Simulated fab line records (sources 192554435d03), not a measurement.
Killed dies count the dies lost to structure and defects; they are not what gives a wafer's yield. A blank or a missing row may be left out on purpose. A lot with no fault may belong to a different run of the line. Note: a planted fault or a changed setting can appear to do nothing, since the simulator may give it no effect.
What tool caused it? || flow n5Finfet || 30 wafers from 10 lots sampled at 6 of the route's 1938 steps

== WHAT THE GAUGES READ, wafer by wafer ==
N5_BEOL_M1_THK_MEAS_53: measures by xrf.
{"lot": "L175", "measured": "day 6 11:43", "on": "filmMetro-02", "M1_THK (nm)": "40.2 40.1 38.8"}
{"lot": "L176", "measured": "day 6 12:56", "on": "filmMetro-01", "M1_THK (nm)": "37.7 37.4 38.0"}
{"lot": "L180", "measured": "day 7 19:25", "on": "filmMetro-01", "M1_THK (nm)": "37.8 37.7 38.1"}
{"lot": "L182", "measured": "day 8 12:39", "on": "filmMetro-01", "M1_THK (nm)": "39.5 40.5 41.4"}
{"lot": "L183", "measured": "day 8 18:01", "on": "filmMetro-01", "M1_THK (nm)": "38.0 39.0 40.0"}
{"lot": "L185", "measured": "day 9 00:36", "on": "filmMetro-02", "M1_THK (nm)": "40.9 38.1 41.8"}
{"lot": "L186", "measured": "day 9 05:46", "on": "filmMetro-02", "M1_THK (nm)": "38.6 40.0 39.1"}
{"lot": "L188", "measured": "day 9 15:58", "on": "filmMetro-02", "M1_THK (nm)": "40.5 40.4 40.8"}
{"lot": "L197", "measured": "day 11 21:06", "on": "filmMetro-01", "M1_THK (nm)": "37.7 40.5 40.7"}
{"lot": "L198", "measured": "day 12 06:22", "on": "filmMetro-02", "M1_THK (nm)": "37.3 37.0 40.0"}

N5_BEOL_M4_RC_MEAS_101.
{"lot": "L175", "measured": "day 8 02:04", "on": "prober-01", "DIBL_N (mV/V)": "37.6 37.6 37.4", "DIBL_P (mV/V)": "37.9 38.2 37.4", "IOFF_N (nA/um)": "0.159 0.161 0.151", "IOFF_P (nA/um)": "0.247 0.259 0.246", "ION_N (uA/um)": "674 665 661", "ION_P (uA/um)": "474 465 464", "SS_N (mV/dec)": "72.6 72.1 72.0", "SS_P (mV/dec)": "72.9 73.1 73.3", "VT_N (mV)": "249.2 249.9 252.7", "VT_P (mV)": "-247 -245 -247"}
{"lot": "L176", "measured": "day 8 01:47", "on": "prober-02", "DIBL_N (mV/V)": "34.2 36.8 33.5", "DIBL_P (mV/V)": "34.5 37.8 33.2", "IOFF_N (nA/um)": "0.138 0.194 0.126", "IOFF_P (nA/um)": "0.227 0.293 0.204", "ION_N (uA/um)": "667 698 671", "ION_P (uA/um)": "469 488 473", "SS_N (mV/dec)": "71.9 72.0 71.0", "SS_P (mV/dec)": "73.4 74.1 73.4", "VT_N (mV)": "252.3 244.4 253.8", "VT_P (mV)": "-246 -244 -246"}
{"lot": "L180", "measured": "day 9 03:06", "on": "prober-02", "DIBL_N (mV/V)": "36.7 33.9 36.0", "DIBL_P (mV/V)": "37.2 33.7 36.6", "IOFF_N (nA/um)": "0.156 0.113 0.146", "IOFF_P (nA/um)": "0.219 0.172 0.215", "ION_N (uA/um)": "668 652 662", "ION_P (uA/um)": "460 455 462", "SS_N (mV/dec)": "71.6 70.8 71.3", "SS_P (mV/dec)": "73.6 71.9 73.3", "VT_N (mV)": "251.8 258.3 250.5", "VT_P (mV)": "-251 -254 -251"}
{"lot": "L182", "measured": "day 9 22:04", "on": "prober-02", "DIBL_N (mV/V)": "34.3 36.0 35.6", "DIBL_P (mV/V)": "33.5 35.1 34.9", "IOFF_N (nA/um)": "0.120 0.144 0.146", "IOFF_P (nA/um)": "0.195 0.229 0.223", "ION_N (uA/um)": "661 673 669", "ION_P (uA/um)": "468 470 466", "SS_N (mV/dec)": "71.3 71.5 71.7", "SS_P (mV/dec)": "72.6 73.6 73.7", "VT_N (mV)": "255.7 250.6 251.3", "VT_P (mV)": "-250 -248 -248"}
{"lot": "L183", "measured": "day 10 03:40", "on": "prober-02", "DIBL_N (mV/V)": "34.9 36.1 35.3", "DIBL_P (mV/V)": "36.3 37.6 36.3", "IOFF_N (nA/um)": "0.130 0.150 0.134", "IOFF_P (nA/um)": "0.186 0.212 0.204", "ION_N (uA/um)": "673 668 673", "ION_P (uA/um)": "461 463 467", "SS_N (mV/dec)": "71.5 71.2 71.8", "SS_P (mV/dec)": "73.1 73.0 73.3", "VT_N (mV)": "254.1 250.0 253.3", "VT_P (mV)": "-253 -251 -251"}
{"lot": "L185", "measured": "day 10 13:11", "on": "prober-02", "DIBL_N (mV/V)": "37.6 39.3 37.1", "DIBL_P (mV/V)": "38.4 39.5 37.7", "IOFF_N (nA/um)": "0.144 0.178 0.144", "IOFF_P (nA/um)": "0.228 0.256 0.224", "ION_N (uA/um)": "657 687 670", "ION_P (uA/um)": "461 476 468", "SS_N (mV/dec)": "71.7 71.7 71.6", "SS_P (mV/dec)": "73.7 74.3 72.9", "VT_N (mV)": "252.0 250.2 250.8", "VT_P (mV)": "-246 -246 -249"}
{"lot": "L186", "measured": "day 10 20:20", "on": "prober-02", "DIBL_N (mV/V)": "36.3 38.6 38.7", "DIBL_P (mV/V)": "34.9 38.2 37.5", "IOFF_N (nA/um)": "0.144 0.206 0.192", "IOFF_P (nA/um)": "0.196 0.250 0.239", "ION_N (uA/um)": "677 688 672", "ION_P (uA/um)": "462 464 458", "SS_N (mV/dec)": "71.5 71.5 72.1", "SS_P (mV/dec)": "73.1 74.8 73.9", "VT_N (mV)": "253.0 247.2 248.8", "VT_P (mV)": "-252 -246 -248"}
{"lot": "L188", "measured": "day 11 04:24", "on": "prober-02", "DIBL_N (mV/V)": "37.3 36.6 38.5", "DIBL_P (mV/V)": "38.1 36.3 38.9", "IOFF_N (nA/um)": "0.159 0.147 0.178", "IOFF_P (nA/um)": "0.210 0.189 0.222", "ION_N (uA/um)": "678 674 682", "ION_P (uA/um)": "461 458 457", "SS_N (mV/dec)": "71.6 70.8 71.1", "SS_P (mV/dec)": "73.9 73.4 74.0", "VT_N (mV)": "249.5 253.1 247.0", "VT_P (mV)": "-250 -251 -251"}
{"lot": "L197", "measured": "day 13 08:04", "on": "prober-02", "DIBL_N (mV/V)": "35.3 34.6 34.8", "DIBL_P (mV/V)": "34.7 34.2 34.0", "IOFF_N (nA/um)": "0.139 0.141 0.134", "IOFF_P (nA/um)": "0.193 0.188 0.191", "ION_N (uA/um)": "673 679 679", "ION_P (uA/um)": "460 464 464", "SS_N (mV/dec)": "71.3 70.8 71.5", "SS_P (mV/dec)": "73.2 74.3 73.3", "VT_N (mV)": "253.2 253.1 251.2", "VT_P (mV)": "-250 -254 -251"}
{"lot": "L198", "measured": "day 13 14:23", "on": "prober-01", "DIBL_N (mV/V)": "34.1 36.1 35.6", "DIBL_P (mV/V)": "35.2 37.2 36.6", "IOFF_N (nA/um)": "0.146 0.166 0.160", "IOFF_P (nA/um)": "0.200 0.217 0.213", "ION_N (uA/um)": "676 667 676", "ION_P (uA/um)": "467 462 461", "SS_N (mV/dec)": "70.4 71.7 71.5", "SS_P (mV/dec)": "73.2 73.4 73.7", "VT_N (mV)": "249.4 249.0 250.4", "VT_P (mV)": "-249 -247 -251"}

== WHICH TOOL RAN EACH LOT (tool, then ch and the chambers of the sampled wafers, then the start) ==
{"lot": "L175", "N5_BEOL_M1_ECD_50": "ecdCu-02 ch 0,1, day 6 11:02", "N5_BEOL_M1_ANNEAL_51": "rtpAnneal-01 ch 0, day 6 11:14", "N5_BEOL_M1_CMP_52": "cmp-02 ch 0,2,3, day 6 11:29", "N5_BEOL_M1_CO_CAP_55": "cvdCo-02 ch 0,2, day 6 11:50"}
{"lot": "L176", "N5_BEOL_M1_ECD_50": "ecdCu-01 ch 0,1, day 6 12:14", "N5_BEOL_M1_ANNEAL_51": "rtpAnneal-02 ch 0, day 6 12:22", "N5_BEOL_M1_CMP_52": "cmp-02 ch 0,3, day 6 12:38", "N5_BEOL_M1_CO_CAP_55": "cvdCo-02 ch 0,2, day 6 13:01"}
{"lot": "L180", "N5_BEOL_M1_ECD_50": "ecdCu-02 ch 0,1, day 7 18:44", "N5_BEOL_M1_ANNEAL_51": "rtpAnneal-01 ch 0, day 7 18:49", "N5_BEOL_M1_CMP_52": "cmp-02 ch 0,1,2, day 7 19:12", "N5_BEOL_M1_CO_CAP_55": "cvdCo-02 ch 0,1,2, day 7 19:30"}
{"lot": "L182", "N5_BEOL_M1_ECD_50": "ecdCu-02 ch 0,1, day 8 11:59", "N5_BEOL_M1_ANNEAL_51": "rtpAnneal-02 ch 0, day 8 12:08", "N5_BEOL_M1_CMP_52": "cmp-02 ch 0,1,3, day 8 12:26", "N5_BEOL_M1_CO_CAP_55": "cvdCo-01 ch 0,1, day 8 12:43"}
{"lot": "L183", "N5_BEOL_M1_ECD_50": "ecdCu-01 ch 0,1, day 8 17:09", "N5_BEOL_M1_ANNEAL_51": "rtpAnneal-02 ch 0, day 8 17:25", "N5_BEOL_M1_CMP_52": "cmp-03 ch 2,3, day 8 17:44", "N5_BEOL_M1_CO_CAP_55": "cvdCo-01 ch 0,1,2, day 8 18:06"}
{"lot": "L185", "N5_BEOL_M1_ECD_50": "ecdCu-02 ch 0,1, day 8 23:43", "N5_BEOL_M1_ANNEAL_51": "rtpAnneal-02 ch 0, day 9 00:01", "N5_BEOL_M1_CMP_52": "cmp-04 ch 0,3, day 9 00:21", "N5_BEOL_M1_CO_CAP_55": "cvdCo-02 ch 0,1,2, day 9 00:41"}
{"lot": "L186", "N5_BEOL_M1_ECD_50": "ecdCu-02 ch 0,1, day 9 05:06", "N5_BEOL_M1_ANNEAL_51": "rtpAnneal-02 ch 0, day 9 05:16", "N5_BEOL_M1_CMP_52": "cmp-03 ch 1,2,3, day 9 05:31", "N5_BEOL_M1_CO_CAP_55": "cvdCo-02 ch 1,2, day 9 05:51"}
{"lot": "L188", "N5_BEOL_M1_ECD_50": "ecdCu-02 ch 0,1, day 9 15:14", "N5_BEOL_M1_ANNEAL_51": "rtpAnneal-01 ch 0, day 9 15:23", "N5_BEOL_M1_CMP_52": "cmp-04 ch 0,2,3, day 9 15:41", "N5_BEOL_M1_CO_CAP_55": "cvdCo-01 ch 0,1,2, day 9 16:03"}
{"lot": "L197", "N5_BEOL_M1_ECD_50": "ecdCu-01 ch 0,1, day 11 20:26", "N5_BEOL_M1_ANNEAL_51": "rtpAnneal-01 ch 0, day 11 20:31", "N5_BEOL_M1_CMP_52": "cmp-02 ch 0,1,2, day 11 20:53", "N5_BEOL_M1_CO_CAP_55": "cvdCo-01 ch 0,2, day 11 21:25"}
{"lot": "L198", "N5_BEOL_M1_ECD_50": "ecdCu-01 ch 0,1, day 12 05:41", "N5_BEOL_M1_ANNEAL_51": "rtpAnneal-02 ch 0, day 12 05:48", "N5_BEOL_M1_CMP_52": "cmp-03 ch 1,2,3, day 12 06:04", "N5_BEOL_M1_CO_CAP_55": "cvdCo-02 ch 1,2, day 12 06:26"}
- N5_BEOL_M1_ECD_50: material Cu, target thk 300 nm.
- N5_BEOL_M1_ANNEAL_51: time 90 s.
- N5_BEOL_M1_CMP_52: polishes, stops on SiOC, t overpolish 6.8 s, target thk 40 nm.
- N5_BEOL_M1_CO_CAP_55: material Co, precursor CCTBA/H2, target thk 2 nm, time 102.1 s.

== AS READ BY THE TOOLS THEMSELVES (means over the sampled wafers that have a number; for cases with no such wafer, the mark the record gives instead) ==
N5_BEOL_M1_ANNEAL_51.
{"lot": "L175", "tool": "rtpAnneal-01", "wafer_temp_C_max": 225.7}
{"lot": "L176", "tool": "rtpAnneal-02", "wafer_temp_C_max": 225.9}
{"lot": "L180", "tool": "rtpAnneal-01", "wafer_temp_C_max": 226.1}
{"lot": "L182", "tool": "rtpAnneal-02", "wafer_temp_C_max": 226.4}
{"lot": "L183", "tool": "rtpAnneal-02", "wafer_temp_C_max": 226.2}
{"lot": "L185", "tool": "rtpAnneal-02", "wafer_temp_C_max": 226.3}
{"lot": "L186", "tool": "rtpAnneal-02", "wafer_temp_C_max": 226.4}
{"lot": "L188", "tool": "rtpAnneal-01", "wafer_temp_C_max": 225.7}
{"lot": "L197", "tool": "rtpAnneal-01", "wafer_temp_C_max": 226.0}
{"lot": "L198", "tool": "rtpAnneal-02", "wafer_temp_C_max": 226.4}

N5_BEOL_M1_CMP_52.
{"lot": "L175", "tool": "cmp-02", "edgeZonePressureFrac": 0.996, "motorCurrentA (A)": 6.0, "timeToEndpointS (s)": 58.3}
{"lot": "L176", "tool": "cmp-02", "edgeZonePressureFrac": 0.999, "motorCurrentA (A)": 5.9, "timeToEndpointS (s)": 61.9}
{"lot": "L180", "tool": "cmp-02", "edgeZonePressureFrac": 1.002, "motorCurrentA (A)": 5.5, "timeToEndpointS (s)": 58.4}
{"lot": "L182", "tool": "cmp-02", "edgeZonePressureFrac": 0.999, "motorCurrentA (A)": 6.2, "timeToEndpointS (s)": 61.5}
{"lot": "L183", "tool": "cmp-03", "edgeZonePressureFrac": 1.002, "motorCurrentA (A)": 6.1, "timeToEndpointS (s)": 58.6}
{"lot": "L185", "tool": "cmp-04", "edgeZonePressureFrac": 0.994, "motorCurrentA (A)": 6.2, "timeToEndpointS (s)": 60.2}
{"lot": "L186", "tool": "cmp-03", "edgeZonePressureFrac": 1.001, "motorCurrentA (A)": 5.8, "timeToEndpointS (s)": 56.0}
{"lot": "L188", "tool": "cmp-04", "edgeZonePressureFrac": 0.994, "motorCurrentA (A)": 6.0, "timeToEndpointS (s)": 60.2}
{"lot": "L197", "tool": "cmp-02", "edgeZonePressureFrac": 1.002, "motorCurrentA (A)": 5.6, "timeToEndpointS (s)": 63.4}
{"lot": "L198", "tool": "cmp-03", "edgeZonePressureFrac": 0.998, "motorCurrentA (A)": 6.3, "timeToEndpointS (s)": 60.7}

N5_BEOL_M1_CO_CAP_55.
{"lot": "L175", "tool": "cvdCo-02", "heaterPowerW (W)": 245, "susceptorTempC (C)": 199.98}
{"lot": "L176", "tool": "cvdCo-02", "heaterPowerW (W)": 279, "susceptorTempC (C)": 200.03}
{"lot": "L180", "tool": "cvdCo-02", "heaterPowerW (W)": 257, "susceptorTempC (C)": 199.99}
{"lot": "L182", "tool": "cvdCo-01", "heaterPowerW (W)": 240, "susceptorTempC (C)": 200.11}
{"lot": "L183", "tool": "cvdCo-01", "heaterPowerW (W)": 232, "susceptorTempC (C)": 199.87}
{"lot": "L185", "tool": "cvdCo-02", "heaterPowerW (W)": 259, "susceptorTempC (C)": 199.93}
{"lot": "L186", "tool": "cvdCo-02", "heaterPowerW (W)": 287, "susceptorTempC (C)": 199.94}
{"lot": "L188", "tool": "cvdCo-01", "heaterPowerW (W)": 236, "susceptorTempC (C)": 199.77}
{"lot": "L197", "tool": "cvdCo-01", "heaterPowerW (W)": 222, "susceptorTempC (C)": 200.12}
{"lot": "L198", "tool": "cvdCo-02", "heaterPowerW (W)": 271, "susceptorTempC (C)": 199.87}

== THE ANSWER, worked out from the rows above alone ==
Rule: usual is defined by the lots themselves. The widest of any qualifying gaps counts: lots, ordered by their means at a reading, are off when they make up no more than a third of the lots, leave a main group of 4 or more, and stand apart from it by 3 or more times the standard deviation of that group's means. The tables above print the reading to a certain number of digits; a main group whose means all agree to those digits is not used. A lot without any number at a reading at which 4 lots or more have one is off too. The other lots that the step has rows for count as sound. The gauges are gone through in route order, then the tools' own readings, and for those a lot's mean is taken as printed above. The first step at which some lot is off is used, and at that step the reading that is off furthest; a lot without a number counts as furthest.
No lot is off at any reading shown: from this, nothing can be told.

== WHAT WAS PUT IN BY THE SIMULATOR ==
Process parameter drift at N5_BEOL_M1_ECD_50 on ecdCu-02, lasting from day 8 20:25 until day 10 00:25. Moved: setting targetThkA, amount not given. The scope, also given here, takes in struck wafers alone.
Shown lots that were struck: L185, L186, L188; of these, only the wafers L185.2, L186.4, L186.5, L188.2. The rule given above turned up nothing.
